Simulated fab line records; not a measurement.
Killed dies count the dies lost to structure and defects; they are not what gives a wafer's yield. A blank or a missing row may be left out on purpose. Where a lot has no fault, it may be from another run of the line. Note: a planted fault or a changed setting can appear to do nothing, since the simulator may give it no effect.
The tool behind it: which one? ; flow nandHarc ; 14 lots, 42 wafers sampled, at 4 steps of a route of 1302

WHAT EACH GAUGE READ, for each wafer
No reading from a measuring or inspecting step in the record can be judged against a usual standard deviation.

EACH LOT AND THE TOOL THAT RAN IT (in order: tool; ch and the chambers of the sampled wafers; start)
lot;NHARC_A_STAIRCASE_TRIM_220;NHARC_A_STAIRCASE_ETCH_223;NHARC_A_STAIRCASE_ETCH_225;NHARC_A_STAIRCASE_TRIM_235
L327;rieDiel-09 ch 0,3, day 16 09:40;rieDiel-09 ch 0,2, day 16 11:53 or earlier;rieDiel-09 ch 1,2, day 16 11:53 or earlier;rieDiel-03 ch 0, day 16 11:53
L326;rieDiel-10 ch 0,2, day 16 10:00;rieDiel-10 ch 0,3, day 16 12:03 or earlier;rieDiel-10 ch 0,3, day 16 12:03 or earlier;rieDiel-10 ch 0,3, day 16 12:03
L328;rieDiel-03 ch 1,2,3, day 17 00:37;rieDiel-03 ch 0,2,3, day 17 02:23 or earlier;rieDiel-03 ch 0,1,3, day 17 02:23 or earlier;rieDiel-10 ch 0,1,3, day 17 02:23
L329;rieDiel-09 ch 1,2,3, day 17 06:23;rieDiel-09 ch 0,1,3, day 17 08:16 or earlier;rieDiel-09 ch 0,2,3, day 17 08:16 or earlier;rieDiel-09 ch 0,1,3, day 17 08:16
L330;rieDiel-09 ch 0,1,2, day 17 06:35;rieDiel-09 ch 1,2, day 17 08:41 or earlier;rieDiel-09 ch 0,1, day 17 08:41 or earlier;rieDiel-03 ch 0,1,3, day 17 08:41
L331;rieDiel-03 ch 1,2, day 18 13:58;rieDiel-03 ch 0,3, day 18 16:19 or earlier;rieDiel-03 ch 0,3, day 18 16:19 or earlier;rieDiel-03 ch 2,3, day 18 16:19
L333;rieDiel-09 ch 0,2, day 18 21:29;rieDiel-09 ch 2,3, day 18 23:16 or earlier;rieDiel-09 ch 1,2,3, day 18 23:16 or earlier;rieDiel-09 ch 0,2,3, day 18 23:16
L334;rieDiel-10 ch 0,1,2, day 19 18:26;rieDiel-10 ch 0,2, day 19 20:12 or earlier;rieDiel-10 ch 1,2,3, day 19 20:12 or earlier;rieDiel-10 ch 0,3, day 19 20:12
L335;rieDiel-09 ch 0,1,3, day 19 21:20;rieDiel-09 ch 0,1,2, day 19 23:06 or earlier;rieDiel-09 ch 0,1,3, day 19 23:06 or earlier;rieDiel-03 ch 0,1,3, day 19 23:06
L342;rieDiel-10 ch 0,1,3, day 23 05:51;rieDiel-10 ch 2,3, day 23 07:40 or earlier;rieDiel-10 ch 1,2, day 23 07:40 or earlier;rieDiel-09 ch 0,1,2, day 23 07:40
L344;rieDiel-09 ch 1,3, day 23 13:03;rieDiel-09 ch 1,2,3, day 23 14:57 or earlier;rieDiel-09 ch 0,2, day 23 14:57 or earlier;rieDiel-03 ch 0,2,3, day 23 14:57
L343;rieDiel-09 ch 0,2,3, day 23 13:54;rieDiel-09 ch 0,2,3, day 23 15:46 or earlier;rieDiel-09 ch 0,1,3, day 23 15:46 or earlier;rieDiel-09 ch 0,1,2, day 23 15:46
L346;rieDiel-10 ch 1,2,3, day 24 11:41;rieDiel-10 ch 0,1,3, day 24 14:50 or earlier;rieDiel-10 ch 0,3, day 24 14:50 or earlier;rieDiel-03 ch 2,3, day 24 14:50
L348;rieDiel-10 ch 1,3, day 25 13:17;rieDiel-10 ch 0,1,3, day 25 15:02 or earlier;rieDiel-10 ch 0,1, day 25 15:02 or earlier;rieDiel-10 ch 2,3, day 25 15:02
- NHARC_A_STAIRCASE_TRIM_220: chemistry O2, time 211.2 s.
- NHARC_A_STAIRCASE_ETCH_223: etches the open film in C4F8/O2, target depth 100 nm, time 40.5 s.
- NHARC_A_STAIRCASE_ETCH_225: etches the open film in C4F8/O2, target depth 100 nm, time 40.5 s.
- NHARC_A_STAIRCASE_TRIM_235: chemistry O2, time 211.2 s.

AS READ BY THE TOOLS THEMSELVES (means over the sampled wafers that have a number; for cases with no such wafer, the mark the record gives instead)
NHARC_A_STAIRCASE_TRIM_220. Usual: drypumpMotorCurrentA 5.6 A, standard deviation 0.48; oesProductAu 1.001 a.u., standard deviation 0.0099; rfVppV 58.0 V, standard deviation 0.88; runLengthS 232.6 s, standard deviation 0.43; showerheadPlenumPTorr 3.55 Torr, standard deviation 0.11; throttleValvePct 17.036 %, standard deviation 0.0093.
lot;tool;drypumpMotorCurrentA (A);oesProductAu (a.u.);rfVppV (V);runLengthS (s);showerheadPlenumPTorr (Torr);throttleValvePct (%);flag
L327;rieDiel-09;5.3;1.008;58.2;232.4;3.52;17.041;
L326;rieDiel-10;5.9;0.997;57.6;233.1;3.69;17.037;
L328;rieDiel-03;5.7;0.995;59.0;232.9;3.58;17.038;
L329;rieDiel-09;5.6;1.004;58.7;232.7;3.57;17.040;
L330;rieDiel-09;5.5;1.009;58.3;232.4;3.52;17.039;
L331;rieDiel-03;5.6;1.007;58.1;232.5;3.47;17.047;
L333;rieDiel-09;5.2;1.009;57.5;232.4;3.44;17.025;
L334;rieDiel-10;6.0;0.996;57.7;232.9;3.60;17.034;
L335;rieDiel-09;5.6;1.003;57.7;232.3;3.57;17.038;
L342;rieDiel-10;5.5;1.000;58.2;232.7;3.51;17.040;
L344;rieDiel-09;5.8;0.996;58.6;232.5;3.61;17.032;
L343;rieDiel-09;5.3;0.998;57.1;232.5;3.48;17.036;
L346;rieDiel-10;5.7;0.992;58.0;232.7;3.56;17.046;
L348;rieDiel-10;5.3;0.997;58.1;232.5;3.48;17.034;

NHARC_A_STAIRCASE_ETCH_223. Usual: biasW 1000 W, standard deviation 3; oesProductAu 0.944 a.u., standard deviation 0.011; rfVppV 896 V, standard deviation 4.
lot;tool;biasW (W);oesProductAu (a.u.);rfVppV (V);flag
L327;rieDiel-09;1001;0.951;893;
L326;rieDiel-10;998;0.937;897;
L328;rieDiel-03;1001;0.947;897;
L329;rieDiel-09;1002;0.936;898;
L330;rieDiel-09;995;0.950;898;
L331;rieDiel-03;999;0.947;892;
L333;rieDiel-09;999;0.948;894;
L334;rieDiel-10;1001;0.926;901;
L335;rieDiel-09;1001;0.957;895;
L342;rieDiel-10;998;0.932;898;
L344;rieDiel-09;1001;0.936;895;
L343;rieDiel-09;1003;0.939;894;
L346;rieDiel-10;1001;0.946;894;
L348;rieDiel-10;998;0.947;895;

NHARC_A_STAIRCASE_ETCH_225. Usual: biasW 999.8 W, standard deviation 2.8; oesProductAu 0.945 a.u., standard deviation 0.01; rfVppV 896 V, standard deviation 4.
lot;tool;biasW (W);oesProductAu (a.u.);rfVppV (V);flag
L327;rieDiel-09;1002.6;0.951;898;
L326;rieDiel-10;1001.3;0.943;897;
L328;rieDiel-03;997.5;0.948;894;
L329;rieDiel-09;1002.9;0.945;895;
L330;rieDiel-09;1003.9;0.947;899;
L331;rieDiel-03;1000.1;0.944;894;
L333;rieDiel-09;996.0;0.957;897;
L334;rieDiel-10;999.6;0.940;899;
L335;rieDiel-09;998.3;0.949;898;
L342;rieDiel-10;1001.0;0.943;897;
L344;rieDiel-09;998.1;0.943;893;
L343;rieDiel-09;1002.2;0.936;897;
L346;rieDiel-10;999.2;0.934;896;
L348;rieDiel-10;999.7;0.950;896;

NHARC_A_STAIRCASE_TRIM_235. Usual: drypumpMotorCurrentA 5.6 A, standard deviation 0.45; oesProductAu 0.999 a.u., standard deviation 0.0092; rfVppV 57.8 V, standard deviation 0.87; runLengthS 232.5 s, standard deviation 0.46; showerheadPlenumPTorr 3.53 Torr, standard deviation 0.12; throttleValvePct 17.037 %, standard deviation 0.0089.
lot;tool;drypumpMotorCurrentA (A);oesProductAu (a.u.);rfVppV (V);runLengthS (s);showerheadPlenumPTorr (Torr);throttleValvePct (%);flag
L327;rieDiel-03;6.0;0.995;57.9;232.4;3.34;17.035;
L326;rieDiel-10;5.0;0.998;57.4;232.3;3.53;17.034;
L328;rieDiel-10;5.5;1.000;58.4;232.6;3.54;17.042;
L329;rieDiel-09;5.6;1.001;58.3;232.2;3.58;17.038;
L330;rieDiel-03;5.9;0.998;57.8;233.1;3.46;17.034;
L331;rieDiel-03;5.6;0.994;58.2;232.3;3.67;17.031;
L333;rieDiel-09;5.3;1.003;57.5;232.3;3.50;17.041;
L334;rieDiel-10;5.2;0.992;57.9;232.4;3.53;17.038;
L335;rieDiel-03;5.9;1.005;57.0;232.8;3.45;17.036;
L342;rieDiel-09;5.5;0.998;57.7;291.9;3.50;17.035;OFF
L344;rieDiel-03;5.8;0.993;57.7;232.6;3.54;17.043;
L343;rieDiel-09;5.5;0.998;57.6;252.2;3.50;17.037;OFF
L346;rieDiel-03;5.6;1.003;57.4;232.7;3.65;17.042;
L348;rieDiel-10;5.2;0.995;58.1;232.3;3.56;17.042;

THE ANSWER, worked out from the rows above alone
Rule: lot off if the mean of its wafers having a number is beyond 3 standard deviations from the usual mean. Also off: a lot with no number at a reading for which 4 or more lots have one. The other lots that the step has rows for count as sound. First the gauges in route order, then the tools' own readings, where a lot's mean is used as printed above. The first step at which some lot is off is used, and at that step the reading that is off furthest; a lot without a number counts as furthest.
Off: L342, L343 (NHARC_A_STAIRCASE_TRIM_235, runLengthS).
If a tool, at that step or one of the process steps before it, ran each lot that is off and ran no sound lot following the first of them, it fits. Because NHARC_A_STAIRCASE_ETCH_223 lacks a start for some lots, the hours and order of its lots are taken from NHARC_A_STAIRCASE_TRIM_235. Because NHARC_A_STAIRCASE_ETCH_225 lacks a start for some lots, the hours and order of its lots are taken from NHARC_A_STAIRCASE_TRIM_235. One fits: rieDiel-09 at NHARC_A_STAIRCASE_TRIM_235. A fault onset in the window from L333 (day 18 23:16, its last sound lot) to L342 (day 23 07:40, its first lot off) fits.
On the lots that are off, the tool's own readings at NHARC_A_STAIRCASE_TRIM_235 differ by more than 5 times the standard deviation of the sound lots' means, which bears it out; runLengthS reads 272.0 s there versus 232.5 s on the sound lots.

WHAT WAS PUT IN BY THE SIMULATOR
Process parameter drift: rieDiel-09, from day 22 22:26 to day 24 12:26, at NHARC_A_STAIRCASE_TRIM_235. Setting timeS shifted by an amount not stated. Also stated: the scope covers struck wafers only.
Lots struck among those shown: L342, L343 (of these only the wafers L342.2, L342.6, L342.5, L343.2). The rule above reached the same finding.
